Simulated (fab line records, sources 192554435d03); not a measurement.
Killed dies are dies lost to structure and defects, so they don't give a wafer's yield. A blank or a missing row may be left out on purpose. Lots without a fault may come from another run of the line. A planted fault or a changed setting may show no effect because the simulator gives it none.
Chamber matching | flow n5_finfet | N5_BEOL_M2_DEP_57 on pecvd-01: 3 sister chambers
The step deposits SiCN from 3MS/NH3, target thk 8 nm, time 14 s. 3 wafers are shown with their chamber, then 8 later ones without.

WAFERS WITH THEIR CHAMBER
wafer  | chamber | showerhead_plenum_p_Torr (Torr)
L085.1 | 2       | 3.653
L088.6 | 1       | 3.639
L093.3 | 0       | 3.661

WAFERS WITHOUT THEIR CHAMBER
wafer  | showerhead_plenum_p_Torr (Torr)
L093.5 | 3.644
L093.6 | 3.664
L096.1 | 3.635
L096.2 | 3.662
L096.4 | 3.666
L097.3 | 3.667
L097.5 | 3.655
L097.6 | 3.639

WHICH CHAMBER EACH WENT THROUGH
wafer  | from the rows above     | in truth
L093.5 | can't be placed: 1 or 2 | 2
L093.6 | 0                       | 0
L096.1 | 1                       | 1
L096.2 | 0                       | 0
L096.4 | 0                       | 0
L097.3 | 0                       | 0
L097.5 | can't be placed: 2 or 0 | 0
L097.6 | 1                       | 1
Placed correctly: 6 of 8. Can't be placed from these rows: 2 (the true chamber is among the candidates in 2). Placed wrongly: 0.
How it was worked out, from the rows above alone: a wafer's distance from a chamber is the root of the sum, over the readings, of the square of ((its reading less the chamber's mean) divided by the reading's scatter). The wafer belongs to the nearest chamber; if the next one is less than 2 further off, it can't be placed. A chamber's mean is the mean of its shown wafers. The scatter: with one shown wafer a chamber, the root of the mean of the squares of how far each hidden wafer lies from its nearest shown one.
